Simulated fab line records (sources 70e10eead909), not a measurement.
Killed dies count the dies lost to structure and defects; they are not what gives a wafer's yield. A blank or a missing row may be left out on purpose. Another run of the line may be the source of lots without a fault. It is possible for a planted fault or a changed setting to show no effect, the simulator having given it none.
fab line records | flow nand_harc
record: lots: 6 | wafers: 18 | last_day: 32
route steps=1302 shown A_ONON_D1@432 END@1302
lots that met no fault: from a run of the same line without faults
start_h: the number of hours between the record's first day and the start of the first shown wafer of the lot | wait_h: time in hours since the lot's previous step | " unchanged from the row above | L1.1+2: one row covering several wafers at once | - no value, or no start was given | * or withheld: withheld | < > ~ a bound
route shown NAME@n: names a module that has steps shown in the file, with the first one's number in the route | usual: mean/standard deviation of fault-free wafers | same: alike in all rows | chamber/n: place in a boat | sites: each site's reading | _std_site: the values' standard deviation | _edge_site: outer sites' mean less inner sites' | radius_mm: how far each site lies from the wafer's centre | mask NAME#n: copy n | behind: the most recent tool/chamber to have shaped the wafer | hold: the reason the lot was held/the length of the hold in hours/how it ended | device: the n, p or np transistor that did not switch | end of line: the tests these same wafers got at the end of their route | where a step has no rows: the recipe by itself | killed: dies that structure and defects cost at the first sort, which is not the same as the wafer's yield | map: a wafer's dies, x killed, . not, _ none there
set.NAME: the setting as run; set.NAME@STEP: as run at that earlier step | model.NAME: the simulator's own value behind a step, which no gauge read
certain route steps with their lots: each step a table, each wafer a row
services: a tool's chamber out of use, with start hour (start_h, from the record's first day; less than 0 if before it), hours out, and reason
== steps ==
step: NHARC_A_ONON_D1_DEP_12
recipe: target_thk_a: 10000 | n2_flow_sccm: 2750 | n2o_flow_sccm: 2000 | nh3_flow_sccm: 500 | sih4_flow_sccm: 210 | temp_c: 400
step: NHARC_A_ONON_D1_THK_MEAS_14
recipe: thk_meas_gauge: ellipsometry
usual: thk_nm: 998/12
lot.wafer | tool          | chamber | start_h | wait_h | thk_nm
L587.1    | film_metro-01 | -       | 157.14  | -      | 993
L587.2    | "             | -       | "       | "      | 996
L587.3    | "             | -       | "       | "      | 996
L590.2    | film_metro-02 | -       | 189.79  | -      | 983
L590.3    | "             | -       | "       | "      | 982
L590.5    | "             | -       | "       | "      | 984
L594.2    | film_metro-02 | -       | 224.06  | -      | 996
L594.4    | "             | -       | "       | "      | 997
L594.6    | "             | -       | "       | "      | 996
L596.3    | film_metro-01 | -       | 248.19  | -      | 994
L596.5    | "             | -       | "       | "      | 993
L596.6    | "             | -       | "       | "      | 993
L603.3    | film_metro-01 | -       | 326.86  | -      | 996
L603.4    | "             | -       | "       | "      | 995
L603.5    | "             | -       | "       | "      | 997
L606.1    | film_metro-02 | -       | 361.16  | -      | 997
L606.3    | "             | -       | "       | "      | 1001
L606.4    | "             | -       | "       | "      | 1001
step: NHARC_A_ONON_D1_ANNEAL_15
recipe: temp_c: 750 | time_s: 3600
step: NHARC_A_ONON_D1_DEP_16
recipe: target_thk_a: 10000 | n2_flow_sccm: 2750 | n2o_flow_sccm: 2000 | nh3_flow_sccm: 500 | sih4_flow_sccm: 210 | temp_c: 400
step: NHARC_A_ONON_D1_THK_MEAS_18
recipe: thk_meas_gauge: ellipsometry
usual: thk_nm: 1000/11
lot.wafer | tool          | chamber | start_h | wait_h | thk_nm
L587.1    | film_metro-02 | -       | 164.94  | -      | 978
L587.2    | "             | -       | "       | "      | 977
L587.3    | "             | -       | "       | "      | 979
L590.2    | film_metro-01 | -       | 201.25  | -      | 1008
L590.3    | "             | -       | "       | "      | 1007
L590.5    | "             | -       | "       | "      | 1007
L594.2    | film_metro-01 | -       | 232.79  | -      | 1013
L594.4    | "             | -       | "       | "      | 1011
L594.6    | "             | -       | "       | "      | 1010
L596.3    | film_metro-02 | -       | 255.64  | -      | 992
L596.5    | "             | -       | "       | "      | 993
L596.6    | "             | -       | "       | "      | 992
L603.3    | film_metro-02 | -       | 334.69  | -      | 1009
L603.4    | "             | -       | "       | "      | 1007
L603.5    | "             | -       | "       | "      | 1007
L606.1    | film_metro-01 | -       | 372.88  | -      | 1014
L606.3    | "             | -       | "       | "      | 1014
L606.4    | "             | -       | "       | "      | 1012
step: NHARC_A_ONON_D1_DEP_19
recipe: target_thk_a: 10000 | n2_flow_sccm: 2750 | n2o_flow_sccm: 2000 | nh3_flow_sccm: 500 | sih4_flow_sccm: 210 | temp_c: 400
step: NHARC_A_ONON_D1_THK_MEAS_21
recipe: thk_meas_gauge: ellipsometry
usual: thk_nm: 1000/6.8
lot.wafer | tool          | chamber | start_h | wait_h | thk_nm
L587.1    | film_metro-02 | -       | 165.52  | -      | 998
L587.2    | "             | -       | "       | "      | 996
L587.3    | "             | -       | "       | "      | 996
L590.2    | film_metro-01 | -       | 201.82  | -      | 987
L590.3    | "             | -       | "       | "      | 986
L590.5    | "             | -       | "       | "      | 986
L594.2    | film_metro-01 | -       | 233.36  | -      | 1008
L594.4    | "             | -       | "       | "      | 1009
L594.6    | "             | -       | "       | "      | 1008
L596.3    | film_metro-02 | -       | 256.21  | -      | 998
L596.5    | "             | -       | "       | "      | 998
L596.6    | "             | -       | "       | "      | 1000
L603.3    | film_metro-01 | -       | 335.25  | -      | 1003
L603.4    | "             | -       | "       | "      | 1004
L603.5    | "             | -       | "       | "      | 1003
L606.1    | film_metro-01 | -       | 373.46  | -      | 994
L606.3    | "             | -       | "       | "      | 993
L606.4    | "             | -       | "       | "      | 993
step: NHARC_A_ONON_D1_DEP_22
recipe: target_thk_a: 10000 | n2_flow_sccm: 2750 | n2o_flow_sccm: 2000 | nh3_flow_sccm: 500 | sih4_flow_sccm: 210 | temp_c: 400
step: NHARC_A_ONON_D1_THK_MEAS_24
recipe: thk_meas_gauge: ellipsometry
usual: thk_nm: 1001/9.2
lot.wafer | tool          | chamber | start_h | wait_h | thk_nm
L587.1    | film_metro-02 | -       | 166.08  | -      | 990
L587.2    | "             | -       | "       | "      | 988
L587.3    | "             | -       | "       | "      | 991
L590.2    | film_metro-01 | -       | 202.38  | -      | 1013
L590.3    | "             | -       | "       | "      | 1012
L590.5    | "             | -       | "       | "      | 1012
L594.2    | film_metro-01 | -       | 233.93  | -      | 993
L594.4    | "             | -       | "       | "      | 992
L594.6    | "             | -       | "       | "      | 994
L596.3    | film_metro-01 | -       | 256.78  | -      | 1005
L596.5    | "             | -       | "       | "      | 1009
L596.6    | "             | -       | "       | "      | 1005
L603.3    | film_metro-02 | -       | 335.82  | -      | 1010
L603.4    | "             | -       | "       | "      | 1008
L603.5    | "             | -       | "       | "      | 1009
L606.1    | film_metro-01 | -       | 374.03  | -      | 1013
L606.3    | "             | -       | "       | "      | 1012
L606.4    | "             | -       | "       | "      | 1012
step: NHARC_A_ONON_D1_DEP_25
recipe: target_thk_a: 10000 | n2_flow_sccm: 2750 | n2o_flow_sccm: 2000 | nh3_flow_sccm: 500 | sih4_flow_sccm: 210 | temp_c: 400
step: NHARC_A_ONON_D1_THK_MEAS_27
recipe: thk_meas_gauge: ellipsometry
usual: thk_nm: 1002/13
lot.wafer | tool          | chamber | start_h | wait_h | thk_nm
L587.1    | film_metro-01 | -       | 166.65  | -      | 998
L587.2    | "             | -       | "       | "      | 996
L587.3    | "             | -       | "       | "      | 995
L590.2    | film_metro-01 | -       | 202.95  | -      | 999
L590.3    | "             | -       | "       | "      | 999
L590.5    | "             | -       | "       | "      | 1000
L594.2    | film_metro-01 | -       | 234.50  | -      | 1004
L594.4    | "             | -       | "       | "      | 1003
L594.6    | "             | -       | "       | "      | 1004
L596.3    | film_metro-02 | -       | 257.35  | -      | 1005
L596.5    | "             | -       | "       | "      | 1006
L596.6    | "             | -       | "       | "      | 1005
L603.3    | film_metro-01 | -       | 336.39  | -      | 1007
L603.4    | "             | -       | "       | "      | 1005
L603.5    | "             | -       | "       | "      | 1005
L606.1    | film_metro-01 | -       | 374.59  | -      | 985
L606.3    | "             | -       | "       | "      | 985
L606.4    | "             | -       | "       | "      | 986
step: NHARC_A_ONON_D1_DEP_28
recipe: target_thk_a: 10000 | n2_flow_sccm: 2750 | n2o_flow_sccm: 2000 | nh3_flow_sccm: 500 | sih4_flow_sccm: 210 | temp_c: 400
lot.wafer  | tool          | chamber | start_h | wait_h
L587.1+2+3 | pecvd_onon-01 | 0       | 166.70  | 0.1
L590.2+3+5 | pecvd_onon-04 | 0       | 203.06  | 0.1
L594.2+4+6 | pecvd_onon-04 | 0       | 234.61  | 0.1
L596.3+5+6 | pecvd_onon-04 | 0       | 257.52  | 0.2
L603.3+4+5 | pecvd_onon-01 | 0       | 336.56  | 0.2
L606.1+3+4 | pecvd_onon-04 | 0       | 374.64  | 0.1
step: NHARC_A_ONON_D1_THK_MEAS_30
recipe: thk_meas_gauge: ellipsometry
usual: thk_nm: 1001/9.4
lot.wafer | tool          | chamber | start_h | wait_h | thk_nm
L587.1    | film_metro-02 | -       | 167.21  | -      | 1000
L587.2    | "             | -       | "       | "      | 1002
L587.3    | "             | -       | "       | "      | 998
L590.2    | film_metro-01 | -       | 203.51  | -      | 988
L590.3    | "             | -       | "       | "      | 987
L590.5    | "             | -       | "       | "      | 988
L594.2    | film_metro-02 | -       | 235.06  | -      | 994
L594.4    | "             | -       | "       | "      | 1551
L594.6    | "             | -       | "       | "      | 996
L596.3    | film_metro-01 | -       | 257.92  | -      | 1004
L596.5    | "             | -       | "       | "      | 1560
L596.6    | "             | -       | "       | "      | 1005
L603.3    | film_metro-01 | -       | 336.96  | -      | 1007
L603.4    | "             | -       | "       | "      | 1007
L603.5    | "             | -       | "       | "      | 1005
L606.1    | film_metro-01 | -       | 375.15  | -      | 993
L606.3    | "             | -       | "       | "      | 993
L606.4    | "             | -       | "       | "      | 992
step: NHARC_A_ONON_D1_DEP_33
recipe: target_thk_a: 2000 | temp_c: 400 | pressure_torr: 6.5 | rf_w: 900 | teos_flow_sccm: 161.4 | flow_sccm: 2650 | target_thk_nm: 200 | gas: O2 | material: SiO2
usual: heater_power_w: 533/98 | throttle_valve_pct: 15.8/0.5
lot.wafer | tool     | chamber | start_h | wait_h | heater_power_w | since_wet_clean_h | throttle_valve_pct
L587.1    | pecvd-01 | 0       | 167.27  | 0.1    | 590            | 24                | 16.9
L587.2    | "        | 1       | "       | "      | 509            | 24                | 15.9
L587.3    | "        | 2       | "       | "      | 515            | 24                | 16.0
L590.3    | pecvd-04 | 0       | 203.57  | 0.1    | 614            | 102               | 15.6
L590.2    | "        | 2       | "       | "      | 511            | 102               | 15.4
L590.5    | "        | 2       | "       | "      | 522            | -                 | 15.4
L594.2    | pecvd-03 | 2       | 235.12  | 0.1    | 554            | 37                | 15.2
L594.4    | "        | 2       | "       | "      | 556            | -                 | 15.1
L594.6    | "        | 1       | "       | "      | 518            | -                 | 16.0
L596.3    | pecvd-04 | 1       | 258.02  | 0.1    | 302            | 157               | 15.4
L596.5    | "        | 1       | "       | "      | 317            | -                 | 15.7
L596.6    | "        | 2       | "       | "      | 495            | -                 | 15.4
L603.3    | pecvd-04 | 1       | 337.10  | 0.1    | 326            | 55                | 15.6
L603.5    | "        | 2       | "       | "      | 531            | -                 | 15.9
L603.4    | "        | 0       | "       | "      | 527            | -                 | 15.4
L606.1    | pecvd-04 | 1       | 375.21  | 0.1    | 359            | 93                | 15.9
L606.3    | "        | 0       | "       | "      | 595            | 93                | 15.2
L606.4    | "        | 0       | "       | "      | 618            | -                 | 15.2
step: NHARC_END_SORT_01
recipe: temp_c: 25
usual: killed_at_array: 52/18 | killed_at_other: 0.6/0.83 | killed_at_periphery: 4.3/2.8 | killed_dies: 57/19 | killed_open: 3.4/2 | killed_short: 2.5/1.7
same: gross_dies: 677
lot.wafer | tool      | chamber | start_h | wait_h | killed_at_array | killed_at_other | killed_at_periphery | killed_dies | killed_open | killed_short
L590.2    | prober-01 | 0       | 593.61  | 2.8    | 25              | 1               | 4                   | 30          | 6           | 6
L590.3    | prober-01 | 0       | 594.40  | 3.1    | 24              | 2               | 3                   | 29          | 8           | 3
L590.5    | prober-01 | 0       | 596.00  | 3.7    | 21              | 1               | 4                   | 26          | 3           | 4
L594.4    | prober-01 | 0       | 609.05  | 3.4    | 675             | 0               | 2                   | 677         | 2           | 0
L596.5    | prober-01 | 0       | 642.62  | 3.7    | 676             | 1               | 0                   | 677         | 3           | 2
killed by level:class
L590.2 A_STAIRCASE:chamber_film_flake=4 A_SLIT:chamber_film_flake=4 P_CONTACT:geometric_particle:open=3 A_CONTACT:chamber_film_flake=3 A_ONON_D1:geometric_particle:short=2 A_CHANNEL_HOLE_D1:chamber_film_flake=2 A_CHANNEL_HOLE_D2:chamber_film_flake=2 P_GATE:geometric_particle:open=1
L590.3 A_STAIRCASE:chamber_film_flake=9 A_DECK1_JOINT:geometric_particle:open=3 A_CHANNEL_HOLE_D2:chamber_film_flake=3 P_M0:geometric_particle:open=2 A_SLIT:chamber_film_flake=2 THIN_TSV:chamber_film_flake=2 P_M0:geometric_particle:short=1 A_WL_FILL:geometric_particle:short=1
L590.5 A_CONTACT:chamber_film_flake=6 A_CHANNEL_HOLE_D2:chamber_film_flake=5 A_STAIRCASE:chamber_film_flake=3 A_SLIT:chamber_film_flake=2 P_CONTACT:geometric_particle:short=1 P_M0:geometric_particle:short=1 P_M2:geometric_particle:open=1 A_CHANNEL_HOLE_D1:geometric_particle:short=1
L594.4 A_ONON_D1:area_dep=627 A_CHANNEL_HOLE_D1:chamber_film_flake=31 A_CHANNEL_HOLE_D2:chamber_film_flake=6 A_SLIT:chamber_film_flake=3 A_CONTACT:chamber_film_flake=2 A_DECK1_JOINT:geometric_particle:open=1 A_M1:geometric_particle:open=1 P_GATE:chamber_film_flake=1
L596.5 A_ONON_D1:area_dep=619 A_CHANNEL_HOLE_D1:chamber_film_flake=27 A_CHANNEL_HOLE_D2:chamber_film_flake=9 A_STAIRCASE:chamber_film_flake=7 A_CHANNEL_FILL_D2:chamber_film_flake=3 A_ONON_D1:geometric_particle:open=2 A_WL_FILL:chamber_film_flake=2 A_CHANNEL_HOLE_D1:geometric_particle:short=1
map L594.4 (x killed, . not)
____________x____________
_________xxxxxxx_________
_______xxxxxxxxxxx_______
______xxxxxxxxxxxxx______
_____xxxxxxxxxxxxxxx_____
____xxxxxxxxxxxxxxxxx____
____xxxxxxxxxxxxxxxxx____
___xxxxxxxxxxxxxxxxxxx___
___xxxxxxxxxxxxxxxxxxx___
__xxxxxxxxxxxxxxxxxxxxx__
__xxxxxxxxxxxxxxxxxxxxx__
_xxxxxxxxxxxxxxxxxxxxxxx_
_xxxxxxxxxxxxxxxxxxxxxxx_
_xxxxxxxxxxxxxxxxxxxxxxx_
_xxxxxxxxxxxxxxxxxxxxxxx_
_xxxxxxxxxxxxxxxxxxxxxxx_
xxxxxxxxxxxxxxxxxxxxxxxxx
xxxxxxxxxxxxxxxxxxxxxxxxx
xxxxxxxxxxxxxxxxxxxxxxxxx
xxxxxxxxxxxxxxxxxxxxxxxxx
xxxxxxxxxxxxxxxxxxxxxxxxx
_xxxxxxxxxxxxxxxxxxxxxxx_
_xxxxxxxxxxxxxxxxxxxxxxx_
_xxxxxxxxxxxxxxxxxxxxxxx_
_xxxxxxxxxxxxxxxxxxxxxxx_
_xxxxxxxxxxxxxxxxxxxxxxx_
__xxxxxxxxxxxxxxxxxxxxx__
__xxxxxxxxxxxxxxxxxxxxx__
___xxxxxxxxxxxxxxxxxxx___
___xxxxxxxxxxxxxxxxxxx___
____xxxxxxxxxxxxxxxxx____
____xxxxxxxxxxxxxxxxx____
_____xxxxxxxxxxxxxxx_____
______xxxxxxxxxxxxx______
_______xxxxxxxxxxx_______
_________xxxxxxx_________
____________x____________
map L596.5 (x killed, . not)
____________x____________
_________xxxxxxx_________
_______xxxxxxxxxxx_______
______xxxxxxxxxxxxx______
_____xxxxxxxxxxxxxxx_____
____xxxxxxxxxxxxxxxxx____
____xxxxxxxxxxxxxxxxx____
___xxxxxxxxxxxxxxxxxxx___
___xxxxxxxxxxxxxxxxxxx___
__xxxxxxxxxxxxxxxxxxxxx__
__xxxxxxxxxxxxxxxxxxxxx__
_xxxxxxxxxxxxxxxxxxxxxxx_
_xxxxxxxxxxxxxxxxxxxxxxx_
_xxxxxxxxxxxxxxxxxxxxxxx_
_xxxxxxxxxxxxxxxxxxxxxxx_
_xxxxxxxxxxxxxxxxxxxxxxx_
xxxxxxxxxxxxxxxxxxxxxxxxx
xxxxxxxxxxxxxxxxxxxxxxxxx
xxxxxxxxxxxxxxxxxxxxxxxxx
xxxxxxxxxxxxxxxxxxxxxxxxx
xxxxxxxxxxxxxxxxxxxxxxxxx
_xxxxxxxxxxxxxxxxxxxxxxx_
_xxxxxxxxxxxxxxxxxxxxxxx_
_xxxxxxxxxxxxxxxxxxxxxxx_
_xxxxxxxxxxxxxxxxxxxxxxx_
_xxxxxxxxxxxxxxxxxxxxxxx_
__xxxxxxxxxxxxxxxxxxxxx__
__xxxxxxxxxxxxxxxxxxxxx__
___xxxxxxxxxxxxxxxxxxx___
___xxxxxxxxxxxxxxxxxxx___
____xxxxxxxxxxxxxxxxx____
____xxxxxxxxxxxxxxxxx____
_____xxxxxxxxxxxxxxx_____
______xxxxxxxxxxxxx______
_______xxxxxxxxxxx_______
_________xxxxxxx_________
____________x____________
== services ==
tool          | chamber | start_h | hours | kind
pecvd-01      | 0       | 143.00  | -     | clean
pecvd-01      | 1       | 143.00  | -     | clean
pecvd-01      | 2       | 143.00  | -     | clean
pecvd-03      | 0       | 158.55  | 3.7   | repair
pecvd-04      | 1       | 174.83  | 7.5   | repair
pecvd-03      | -       | 185.44  | 13.0  | pm
pecvd-03      | 0       | 185.44  | 13.0  | vent_cycle
pecvd-03      | 1       | 185.44  | 13.0  | vent_cycle
pecvd-03      | 2       | 185.44  | 13.0  | vent_cycle
pecvd-03      | 0       | 198.44  | -     | clean
pecvd-03      | 1       | 198.44  | -     | clean
pecvd-01      | 1       | 253.20  | 4.9   | repair
pecvd_onon-01 | -       | 269.21  | 13.0  | pm
pecvd-04      | -       | 269.23  | 13.0  | pm
pecvd-04      | 0       | 269.23  | 13.0  | vent_cycle
pecvd-04      | 1       | 269.23  | 13.0  | vent_cycle
pecvd-04      | 2       | 269.23  | 13.0  | vent_cycle
pecvd-04      | 0       | 282.23  | -     | clean
pecvd-04      | 1       | 282.23  | -     | clean
pecvd-04      | 2       | 282.23  | -     | clean
pecvd-01      | -       | 311.00  | 13.0  | pm
pecvd_onon-04 | -       | 311.00  | 13.0  | pm
pecvd-01      | 1       | 346.27  | 3.7   | repair
pecvd-03      | -       | 366.59  | 13.0  | pm
== key ==
first_sign: step: NHARC_A_ONON_D1_THK_MEAS_30 | reading: thk_nm | direction: up | sigmas: 59 | usual: 1001 | struck: 1556
effect: step: NHARC_END_SORT_01 | reading: killed_at_array | direction: up | sigmas: 34 | usual: 52 | struck: 676
more_kills_born_at: NHARC_A_ONON_D1_DEP_28@pecvd_onon-04: 1246
met_at NHARC_A_ONON_D1_DEP_28
struck_wafers L594.4,L596.5
later_rows_left_out L594.4,L596.5
tester_left_out L594,L596
onset_between 203.06 234.61
fault: kind: process_parameter_drift | tool: pecvd_onon-04 | chamber: - | onset_h: 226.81 | steps: NHARC_A_ONON_D1_DEP_28 | channel: target_thk_a | offset: * | shape: step | end_h: 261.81 | scope: struck_wafers_only | acts_in: * | stated: *
tester_left_out: of these lots the tester's yield and bins aren't shown, on N5 and GAA mostly nor the transistor test; their killed dies are dies lost to structure and defects alone, not to doping, threshold or leakage, so they don't give the yield
later_rows_left_out: the simulator's readings of these wafers behind a module that went badly wrong aren't trusted and aren't shown, but for the sort
